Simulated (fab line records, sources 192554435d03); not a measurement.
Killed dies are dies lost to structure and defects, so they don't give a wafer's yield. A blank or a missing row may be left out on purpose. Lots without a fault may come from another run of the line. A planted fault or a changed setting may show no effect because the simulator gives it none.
fab line records | flow n5_finfet
record lots=4 wafers=12 last_day=19
route steps=1938 shown MOL_CONTACT_COAG@598 BEOL_M4@1111 PASSIVATION@1936
lots that met no fault: from a run of the same line without faults
start_h: hours from the record's first day to the start of the lot's first wafer shown | wait_h: hours since the lot's step before | " the same as in the row above | L1.1+2: a row that stands for several wafers | - no value, or no start given | * or withheld: withheld | < > ~ a bound
route shown NAME@n: a module of which the file shows steps, and the number in the route of the first | usual: mean/standard deviation of fault-free wafers | same: alike in all rows | chamber/n: place in a boat | sites: the reading at each site | _std_site: their standard deviation | _edge_site: outer sites' mean less inner sites' | radius_mm: how far each site lies from the wafer's centre | mask NAME#n: copy n | behind: the tool/chamber that last shaped the wafer | hold: why the lot was held/for how many hours/how that ended | device: the transistor (n, p or np) that didn't switch | end of line: the same wafers' tests at the end of the route | a step without rows: its recipe alone | killed: dies lost to structure and defects at the first sort, not the wafer's yield | map: a wafer's dies, x killed, . not, _ none there
set.NAME: the setting as run; set.NAME@STEP: as run at that earlier step | model.NAME: the simulator's own value behind a step, which no gauge read
lots at some steps of the route; a table a step, a row a wafer
services: from which hour (start_h, from the record's first day; less than 0 if before it) a tool's chamber was out of use, for how many hours, and why
## steps
# step N5_MOL_CONTACT_COAG_SOFTBAKE_35
# recipe temp_c=110 time_s=60 resist=CAR-EUV
# step N5_MOL_CONTACT_COAG_EXPOSE_37
# recipe mask_id=VD na=0.33 source_shape=annular sigma_inner=0.3 sigma_outer=0.7 polarization=unpolarized defocus_nm=0 dose_mj=62
# step N5_MOL_CONTACT_COAG_PEB_38
# recipe peb_temp_c=100 peb_time_s=60 resist=CAR-EUV
# step N5_MOL_CONTACT_COAG_DEVELOP_39
# recipe develop_time_s=30 developer=TMAH resist=CAR-EUV rinse_liquid=surfactant_rinse dry=air_spin dev_temp_c=23
# step N5_MOL_CONTACT_COAG_DESCUM_45
# recipe chemistry=O2 time_s=7 source_power_w=50 bias_power_w=20 pressure_mtorr=20 rf_frequency_hz=2.712e+07 temp_c=40 resist=CAR-EUV o2_flow_sccm=225
# step N5_MOL_CONTACT_COAG_ETCH_65
# recipe chemistry=N2/H2 target=underlayer target_depth_a=130 mask_material=CAR-EUV time_s=10.4 ion_energy_ev=200 pressure_mtorr=30 source_w=840 bias_w=150 n2_flow_sccm=200 h2_flow_sccm=200 ends=cleared
# step N5_MOL_CONTACT_COAG_ETCH_66
# recipe chemistry=CF4 target=SiARC target_depth_a=130 mask_material=CAR-EUV time_s=21.7 ion_energy_ev=80 pressure_mtorr=40 source_w=545 bias_w=36 Ar_flow_sccm=100 cf4_flow_sccm=100 ends=cleared
# step N5_MOL_CONTACT_COAG_ALD_133
# recipe material=SiO2 target_thk_a=50 temp_c=100 ald_precursor_family=BDEAS ald_co_reactant=O2-plasma pulse_time_s=1 co_reactant_pulse_time_s=1 purge_time_s=2 co_reactant_purge_time_s=2 ald_cycles=35 pressure_torr=2
# step N5_MOL_CONTACT_COAG_ETCHBACK_134
# recipe chemistry=CHF3 target=SiO2 target_depth_a=100 time_s=6.7 ion_energy_ev=200 pressure_mtorr=30 source_w=610 bias_w=170 Ar_flow_sccm=200 CHF3_flow_sccm=50
# step N5_MOL_CONTACT_COAG_ETCH_67
# recipe chemistry=N2/H2 target=SOC target_depth_a=600 overetch_a=210 mask_material=SiARC temp_c=40 time_s=101.2 ion_energy_ev=200 pressure_mtorr=30 source_w=840 bias_w=150 n2_flow_sccm=200 h2_flow_sccm=200
# usual bias_w=150.0/0.45 chamber_pressure_mTorr=29.999/0.029 drypump_motor_current_A=5.6/0.47 oes_product_au=0.66/0.075 rf_vpp_V=524.4/2.7 showerhead_plenum_p_Torr=2.56/0.096 temp_c=40.02/0.11 throttle_valve_pct=17.77/0.21
# columns lot.wafer tool chamber start_h wait_h bias_w chamber_pressure_mTorr drypump_motor_current_A oes_product_au rf_hours_counter_h rf_vpp_V showerhead_plenum_p_Torr temp_c throttle_valve_pct model.CAR-EUV_of_MOL_CONTACT_COAG_COAT_34.thk_nm model.underlayer_of_MOL_CONTACT_COAG_COAT_64.thk_nm model.SiARC_of_MOL_CONTACT_COAG_COAT_63.thk_nm
L973.1 rie_diel-03 0 162.95 0.0 150.2 30.017 5.0 0.71 37 524.2 2.56 39.75 17.49 0 0 5.6
L973.3 " 1 " " 149.3 29.987 5.8 0.59 217 522.7 2.51 40.02 17.68 0 0 6.4
L973.5 " 1 " " 149.5 30.024 5.8 0.59 - 523.0 2.51 40.11 17.66 0 0 6.4
L974.1 rie_diel-03 2 169.26 0.0 - - - - - - - - - 15.6 10 10
L974.2 " 3 " " - - - - - - - - - 15.6 10 10
L974.4 " 0 " " - - - - - - - - - 15.6 10 10
L975.3 rie_diel-03 3 178.31 0.0 - - - - - - - - - 15.4 10 10
L975.5 " 0 " " - - - - - - - - - 15.2 10 10
L975.6 " 3 " " - - - - - - - - - 15.4 10 10
L985.1 rie_diel-04 2 237.22 0.0 149.1 30.034 6.2 0.75 23 529.5 2.70 40.02 17.57 0 0 5.8
L985.2 " 1 " " 149.8 30.009 5.7 0.61 197 523.2 2.54 40.02 18.02 0 0 5.6
L985.4 " 0 " " 150.0 30.040 5.8 0.58 231 526.3 2.64 40.08 17.98 0 0 5.8
# step N5_MOL_CONTACT_COAG_STRIP_68
# recipe chemistry=N2/H2 temp_c=40 n2_flow_sccm=200 h2_flow_sccm=200 rf_frequency_hz=6e+07
# step N5_MOL_CONTACT_COAG_STRIP_69
# recipe chemistry=N2/H2 temp_c=40 n2_flow_sccm=200 h2_flow_sccm=200 rf_frequency_hz=6e+07
# step N5_MOL_CONTACT_COAG_ETCHBACK_136
# recipe chemistry=CHF3 target=SiO2 target_depth_a=250 time_s=16.7 ion_energy_ev=200 pressure_mtorr=30 source_w=610 bias_w=170 Ar_flow_sccm=200 CHF3_flow_sccm=50
# step N5_MOL_CONTACT_COAG_STRIP_120
# recipe chemistry=CHF3 resist=SiARC rf_frequency_hz=6e+07
# step N5_MOL_CONTACT_COAG_VIA_ETCH_117
# recipe chemistry=C4F6/O2 target_depth_a=400 overetch_a=80 mask_material=SOC target=SiO2 bias_w=455 pressure_mtorr=10 time_s=26 source_w=325 Ar_flow_sccm=300 C4F6_flow_sccm=10 O2_flow_sccm=10 ion_energy_ev=575.3 ends=end_point
# usual C4F6_flow_sccm=10.00/0.032 O2_flow_sccm=9.999/0.029 drypump_motor_current_A=5.6/0.47 oes_product_au=0.70/0.076 rf_vpp_V=1595/39 showerhead_plenum_p_Torr=2.86/0.098 throttle_valve_pct=40.9/0.41
# columns lot.wafer tool chamber start_h wait_h C4F6_flow_sccm O2_flow_sccm drypump_motor_current_A oes_product_au rf_hours_counter_h rf_vpp_V showerhead_plenum_p_Torr throttle_valve_pct
L973.1 rie_diel-03 0 163.07 0.0 10.02 10.025 5.0 0.76 37 1611 2.87 40.8
L973.3 " 1 " " 10.05 10.026 5.8 0.65 217 1569 2.80 40.6
L973.5 " 1 " " 10.05 9.974 5.8 0.65 - 1572 2.80 40.6
L974.1 rie_diel-03 2 169.39 0.0 9.93 10.023 5.2 0.27 180 1595 2.72 41.1
L974.2 " 3 " " 10.06 9.963 4.9 0.36 4 1677 3.03 39.9
L974.4 " 0 " " 10.00 9.977 5.0 0.32 39 1612 2.87 40.2
L975.3 rie_diel-03 3 178.43 0.0 9.98 9.940 4.9 0.35 8 1675 3.03 39.9
L975.5 " 0 " " 9.99 9.970 5.0 0.32 - 1611 2.87 40.2
L975.6 " 3 " " 9.97 10.055 4.8 0.34 - 1675 3.03 39.9
L985.1 rie_diel-04 2 237.34 0.0 10.03 9.979 6.2 0.80 23 1579 3.02 41.2
L985.2 " 1 " " 9.98 9.987 5.7 0.64 198 1585 2.84 41.3
L985.4 " 0 " " 9.97 9.984 5.8 0.62 231 1540 2.90 40.5
# step N5_MOL_CONTACT_COAG_ETCH_124
# recipe chemistry=CH3F/O2 target=SiNx target_depth_a=65 mask_material=SOC stop_on=SiOC over_etch_frac=0.3 ion_energy_ev=120 pressure_mtorr=30 source_w=395 bias_w=73 Ar_flow_sccm=150 CH3F_flow_sccm=30 O2_flow_sccm=20 ends=end_point
# usual CH3F_flow_sccm=29.99/0.084 O2_flow_sccm=20.00/0.064 drypump_motor_current_A=5.6/0.47 oes_product_au=0.67/0.076 rf_vpp_V=299/7.6 showerhead_plenum_p_Torr=2.02/0.072 throttle_valve_pct=16.32/0.21
# columns lot.wafer tool chamber start_h wait_h CH3F_flow_sccm O2_flow_sccm drypump_motor_current_A oes_product_au rf_hours_counter_h rf_vpp_V showerhead_plenum_p_Torr throttle_valve_pct
L973.1 rie_diel-03 0 163.10 0.0 30.05 19.96 5.0 0.73 37 303 2.02 16.17
L973.3 " 1 " " 29.88 20.04 5.8 0.61 217 294 1.97 16.18
L973.5 " 1 " " 29.88 20.03 5.8 0.60 - 294 1.97 16.16
L974.1 rie_diel-03 2 169.41 0.0 30.15 20.01 5.2 0.28 180 299 1.91 16.59
L974.2 " 3 " " 30.03 20.03 4.9 0.35 4 315 2.14 16.05
L974.4 " 0 " " 29.88 19.95 5.0 0.32 39 302 2.02 16.15
L975.3 rie_diel-03 3 178.46 0.0 30.09 20.04 4.9 0.36 8 313 2.13 16.06
L975.5 " 0 " " 30.03 20.04 5.0 0.32 - 303 2.02 16.17
L975.6 " 3 " " 30.03 20.05 4.9 0.35 - 314 2.13 16.06
L985.1 rie_diel-04 2 237.37 0.0 29.94 20.03 6.2 0.77 23 297 2.13 16.11
L985.2 " 1 " " 30.00 20.12 5.7 0.63 198 296 2.00 16.57
L985.4 " 0 " " 29.93 19.97 5.8 0.58 231 287 2.05 16.29
# step N5_MOL_CONTACT_COAG_STRIP_72
# recipe chemistry=N2/H2 power_w=450 temp_c=40 pressure_mtorr=20 rf_frequency_hz=6e+07 overash_fraction=3 bias_power_w=7 h2_frac=0.5 n2_flow_sccm=200 h2_flow_sccm=200
# step N5_MOL_CONTACT_COAG_STRIP_49
# recipe chemistry=N2/H2 time_s=30 power_w=1000 temp_c=250 pressure_mtorr=withheld n2_flow_sccm=1750 h2_flow_sccm=3250
# step N5_MOL_CONTACT_COAG_PRECLEAN_138
# recipe chemistry=alkaline_clean temp_c=60 time_s=60 do_ppb=50
# step N5_MOL_CONTACT_COAG_SRD_139
# recipe dry=ipa_marangoni time_s=30 temp_c=23 rinse_liquid=diw
# step N5_MOL_CONTACT_COAG_CD_MEAS_101
# recipe target_cd_nm=16
# usual cd_nm=16.0/0.4
# columns lot.wafer tool chamber start_h wait_h cd_nm
L973.1 cd_sem-02 - 163.42 0.0 16.5
L973.3 " - " " 16.1
L973.5 " - " " 16.2
L974.1 cd_sem-03 - 169.78 0.0 -
L974.2 " - " " -
L974.4 " - " " -
L975.3 cd_sem-03 - 178.79 0.0 -
L975.5 " - " " -
L975.6 " - " " -
L985.1 cd_sem-02 - 237.69 0.0 16.2
L985.2 " - " " 16.2
L985.4 " - " " 16.3
# step N5_MOL_CONTACT_COAG_PRE_CLEAN_121
# recipe gas=H2/He time_s=* temp_c=withheld
# step N5_BEOL_M4_RC_MEAS_101
# usual DIBL_N=36.4/2.2 DIBL_P=36.3/2.5 IOFF_N=0.17/0.052 IOFF_P=0.23/0.049 ION_N=674/17 ION_P=464/11 SS_N=71.7/0.98 SS_P=73.3/0.84 VT_N=250/4 VT_P=-249/3.8
# columns lot.wafer tool chamber start_h wait_h DIBL_N[mV/V] DIBL_P[mV/V] IOFF_N[nA/um] IOFF_P[nA/um] ION_N[uA/um] ION_P[uA/um] SS_N[mV/dec] SS_P[mV/dec] VT_N[mV] VT_P[mV]
L973.1 prober-02 0 271.98 0.0 37.8 39.6 0.17 0.27 670 464 72.3 74.1 250 -248
L973.3 " 0 " " 37.4 38.4 0.17 0.23 690 471 72.0 74.0 249 -252
L973.5 " 0 " " 37.0 37.8 0.16 0.23 670 458 72.0 73.0 253 -249
L985.1 prober-01 0 348.53 0.0 31.1 30.3 0.11 0.15 671 467 70.5 72.2 252 -253
L985.2 " 0 " " 36.1 35.9 0.17 0.23 684 469 71.5 73.6 250 -248
L985.4 " 0 " " 36.1 34.6 0.16 0.20 636 449 72.6 73.1 255 -251
# step N5_PASSIVATION_PROBE_49
# usual defect_limited_yield=91.2/1.4 killed_at_M0_to_M3=34/9.3 killed_at_M4_up=14/5.9 killed_at_contacts=14/5.7 killed_at_front_end=38/10 killed_at_other=4/3.2 killed_dies=104/17 killed_on_rim=14/4 killed_open=67/13 killed_short=33/6.9 sort_bin_5_function=5.2/1 sort_bin_6_memory=3.3/0.61 sort_bin_8_speed=0.3/1.8 sort_n_pass=1069/52 sort_yield_pct=91/4.4
# same gross_dies=1180 killed_at_back_side=0 sort_bin_4_leakage[%]=0
# columns lot.wafer tool chamber start_h wait_h defect_limited_yield[%] killed_at_M0_to_M3 killed_at_M4_up killed_at_contacts killed_at_front_end killed_at_other killed_dies killed_on_rim killed_open killed_short sort_bin_5_function[%] sort_bin_6_memory[%] sort_bin_8_speed[%] sort_n_pass sort_yield_pct[%]
L975.3 prober-01 - 380.80 0.1 0 38 9 1090 39 4 1180 152 72 38 96.9 3.0 0 0 0
L975.5 prober-01 - 380.90 0.2 0 40 6 1100 31 3 1180 152 56 38 96.6 3.1 0 0 0
L975.6 prober-01 - 380.95 0.3 0 61 6 1074 36 3 1180 152 93 33 96.2 3.4 0 0 0
L974.1 prober-02 - 385.13 0.0 0 36 10 1105 26 3 1180 152 60 24 96.8 3.0 0 0 0
L974.2 prober-02 - 385.18 0.1 0 27 11 1112 26 4 1180 152 40 38 97.5 2.4 0 0 0
L974.4 prober-02 - 385.28 0.2 0 23 7 1122 23 5 1180 152 47 21 97.5 2.4 0 0 0
# killed by level:class
L975.3 MOL_CONTACT_COAG:area_etch=1068 MOL_CONTACT_COAG:geometric_particle:open=19 BEOL_M3:geometric_particle:open=14 STI_FIN_REVEAL:geometric_particle:open=7 FIN_SAQP:geometric_particle:open=6 GATE_CUT:geometric_particle:short=6 BEOL_M3:geometric_particle:short=6 BEOL_M0_SAQP:geometric_particle:short=5
L975.5 MOL_CONTACT_COAG:area_etch=1085 MOL_CONTACT_COAG:geometric_particle:open=12 FIN_SAQP:geometric_particle:short=8 BEOL_M0_SAQP:geometric_particle:short=8 BEOL_M2:geometric_particle:open=8 BEOL_M3:geometric_particle:open=6 BEOL_M1:geometric_particle:open=5 FIN_SAQP:geometric_particle:open=4
L975.6 MOL_CONTACT_COAG:area_etch=1052 MOL_CONTACT_COAG:geometric_particle:open=19 BEOL_M1:geometric_particle:open=13 BEOL_M3:geometric_particle:open=13 BEOL_M0_SAQP:geometric_particle:open=12 BEOL_M0_SAQP:geometric_particle:short=11 DUMMY_GATE:geometric_particle:open=8 FIN_SAQP:geometric_particle:open=7
L974.1 MOL_CONTACT_COAG:area_etch=1095 BEOL_M3:geometric_particle:open=11 MOL_CONTACT_COAG:geometric_particle:open=9 BEOL_M2:geometric_particle:open=9 FIN_SAQP:geometric_particle:open=6 STARTING-WAFER:geometric_particle:short=5 BEOL_M0_SAQP:geometric_particle:short=4 BEOL_M0_SAQP:geometric_particle:open=4
L974.2 MOL_CONTACT_COAG:area_etch=1097 MOL_CONTACT_COAG:geometric_particle:open=9 BEOL_M0_SAQP:geometric_particle:short=7 FIN_SAQP:geometric_particle:short=6 GATE_CUT:geometric_particle:short=6 MOL_CONTACT_COAG:geometric_particle:short=6 BEOL_M1:geometric_particle:open=6 FIN_SAQP:geometric_particle:open=4
L974.4 MOL_CONTACT_COAG:area_etch=1111 MOL_CONTACT_COAG:geometric_particle:open=10 BEOL_M2:geometric_particle:open=7 FIN_SAQP:geometric_particle:open=6 BEOL_M0_SAQP:geometric_particle:short=5 BEOL_M0_SAQP:geometric_particle:open=4 PAD_METAL:geometric_particle:open=4 FIN_SAQP:geometric_particle:short=3
# map L974.1 (x killed, . not)
_________________xxxxxxxxxxxx________________
______________xxxxxxxxxxxxxxxxxx_____________
___________xxxxxxxxxxxxxxxxxxxxxxxx__________
__________xxxxxxxxxxxxxxxxxxxxxxxxxx_________
________xxxxxxxxxxxxxxxxxxxxxxxxxxxxxx_______
_______xxxxxxxxxxxxxxxxxxxxxxxxxxxxxxxx______
______xxxxxxxxxxxxxxxxxxxxxxxxxxxxxxxxxx_____
_____xxxxxxxxxxxxxxxxxxxxxxxxxxxxxxxxxxxx____
____xxxxxxxxxxxxxxxxxxxxxxxxxxxxxxxxxxxxxx___
___xxxxxxxxxxxxxxxxxxxxxxxxxxxxxxxxxxxxxxxx__
___xxxxxxxxxxxxxxxxxxxxxxxxxxxxxxxxxxxxxxxx__
__xxxxxxxxxxxxxxxxxxxxxxxxxxxxxxxxxxxxxxxxxx_
__xxxxxxxxxxxxxxxxxxxxxxxxxxxxxxxxxxxxxxxxxx_
_xxxxxxxxxxxxxxxxxxxxxxxxxxxxxxxxxxxxxxxxxxxx
_xxxxxxxxxxxxxxxxxxxxxxxxxxxxxxxxxxxxxxxxxxxx
_xxxxxxxxxxxxxxxxxxxxxxxxxxxxxxxxxxxxxxxxxxxx
_xxxxxxxxxxxxxxxxxxxxxxxxxxxxxxxxxxxxxxxxxxxx
_xxxxxxxxxxxxxxxxxxxxxxxxxxxxxxxxxxxxxxxxxxxx
_xxxxxxxxxxxxxxxxxxxxxxxxxxxxxxxxxxxxxxxxxxxx
_xxxxxxxxxxxxxxxxxxxxxxxxxxxxxxxxxxxxxxxxxxxx
_xxxxxxxxxxxxxxxxxxxxxxxxxxxxxxxxxxxxxxxxxxxx
__xxxxxxxxxxxxxxxxxxxxxxxxxxxxxxxxxxxxxxxxxx_
__xxxxxxxxxxxxxxxxxxxxxxxxxxxxxxxxxxxxxxxxxx_
___xxxxxxxxxxxxxxxxxxxxxxxxxxxxxxxxxxxxxxxx__
___xxxxxxxxxxxxxxxxxxxxxxxxxxxxxxxxxxxxxxxx__
____xxxxxxxxxxxxxxxxxxxxxxxxxxxxxxxxxxxxxx___
_____xxxxxxxxxxxxxxxxxxxxxxxxxxxxxxxxxxxx____
______xxxxxxxxxxxxxxxxxxxxxxxxxxxxxxxxxx_____
_______xxxxxxxxxxxxxxxxxxxxxxxxxxxxxxxx______
________xxxxxxxxxxxxxxxxxxxxxxxxxxxxxx_______
__________xxxxxxxxxxxxxxxxxxxxxxxxxx_________
___________xxxxxxxxxxxxxxxxxxxxxxxx__________
______________xxxxxxxxxxxxxxxxxx_____________
_________________xxxxxxxxxxxx________________
# map L975.3 (x killed, . not)
_________________xxxxxxxxxxxx________________
______________xxxxxxxxxxxxxxxxxx_____________
___________xxxxxxxxxxxxxxxxxxxxxxxx__________
__________xxxxxxxxxxxxxxxxxxxxxxxxxx_________
________xxxxxxxxxxxxxxxxxxxxxxxxxxxxxx_______
_______xxxxxxxxxxxxxxxxxxxxxxxxxxxxxxxx______
______xxxxxxxxxxxxxxxxxxxxxxxxxxxxxxxxxx_____
_____xxxxxxxxxxxxxxxxxxxxxxxxxxxxxxxxxxxx____
____xxxxxxxxxxxxxxxxxxxxxxxxxxxxxxxxxxxxxx___
___xxxxxxxxxxxxxxxxxxxxxxxxxxxxxxxxxxxxxxxx__
___xxxxxxxxxxxxxxxxxxxxxxxxxxxxxxxxxxxxxxxx__
__xxxxxxxxxxxxxxxxxxxxxxxxxxxxxxxxxxxxxxxxxx_
__xxxxxxxxxxxxxxxxxxxxxxxxxxxxxxxxxxxxxxxxxx_
_xxxxxxxxxxxxxxxxxxxxxxxxxxxxxxxxxxxxxxxxxxxx
_xxxxxxxxxxxxxxxxxxxxxxxxxxxxxxxxxxxxxxxxxxxx
_xxxxxxxxxxxxxxxxxxxxxxxxxxxxxxxxxxxxxxxxxxxx
_xxxxxxxxxxxxxxxxxxxxxxxxxxxxxxxxxxxxxxxxxxxx
_xxxxxxxxxxxxxxxxxxxxxxxxxxxxxxxxxxxxxxxxxxxx
_xxxxxxxxxxxxxxxxxxxxxxxxxxxxxxxxxxxxxxxxxxxx
_xxxxxxxxxxxxxxxxxxxxxxxxxxxxxxxxxxxxxxxxxxxx
_xxxxxxxxxxxxxxxxxxxxxxxxxxxxxxxxxxxxxxxxxxxx
__xxxxxxxxxxxxxxxxxxxxxxxxxxxxxxxxxxxxxxxxxx_
__xxxxxxxxxxxxxxxxxxxxxxxxxxxxxxxxxxxxxxxxxx_
___xxxxxxxxxxxxxxxxxxxxxxxxxxxxxxxxxxxxxxxx__
___xxxxxxxxxxxxxxxxxxxxxxxxxxxxxxxxxxxxxxxx__
____xxxxxxxxxxxxxxxxxxxxxxxxxxxxxxxxxxxxxx___
_____xxxxxxxxxxxxxxxxxxxxxxxxxxxxxxxxxxxx____
______xxxxxxxxxxxxxxxxxxxxxxxxxxxxxxxxxx_____
_______xxxxxxxxxxxxxxxxxxxxxxxxxxxxxxxx______
________xxxxxxxxxxxxxxxxxxxxxxxxxxxxxx_______
__________xxxxxxxxxxxxxxxxxxxxxxxxxx_________
___________xxxxxxxxxxxxxxxxxxxxxxxx__________
______________xxxxxxxxxxxxxxxxxx_____________
_________________xxxxxxxxxxxx________________
## services
# columns tool chamber start_h hours kind
rie_diel-04 0 148.13 4.3 repair
rie_diel-03 0 201.11 2.7 repair
## key
first_sign step=N5_MOL_CONTACT_COAG_ETCH_67 reading=tool_record direction=missing
effect step=N5_MOL_CONTACT_COAG_VIA_ETCH_117 reading=oes_product_au direction=down sigmas=5 usual=0.70 struck=0.32
effect step=N5_MOL_CONTACT_COAG_ETCH_124 reading=oes_product_au direction=down sigmas=4.5 usual=0.67 struck=0.33
effect step=N5_MOL_CONTACT_COAG_CD_MEAS_101 reading=cd_nm direction=missing
effect step=N5_PASSIVATION_PROBE_49 reading=killed_at_contacts direction=up sigmas=99+ usual=14 struck=1100
model_effect step=N5_MOL_CONTACT_COAG_ETCH_67 value=CAR-EUV_of_MOL_CONTACT_COAG_COAT_34.thk_nm without=0 struck=15.47
more_kills_born_at N5_MOL_CONTACT_COAG_ETCH_67@rie_diel-03=6508
met_at N5_MOL_CONTACT_COAG_ETCH_67
struck_wafers L974.1,L974.2,L974.4,L975.3,L975.5,L975.6
later_rows_left_out L974.1,L974.2,L974.4,L975.3,L975.5,L975.6
onset_between 162.95 169.26
fault kind=skipped_step_whole tool=rie_diel-03 chamber=- onset_h=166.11 steps=N5_MOL_CONTACT_COAG_ETCH_67 scope=struck_lots_only
# later_rows_left_out: the simulator's readings of these wafers behind a module that went badly wrong aren't trusted and aren't shown, but for the sort
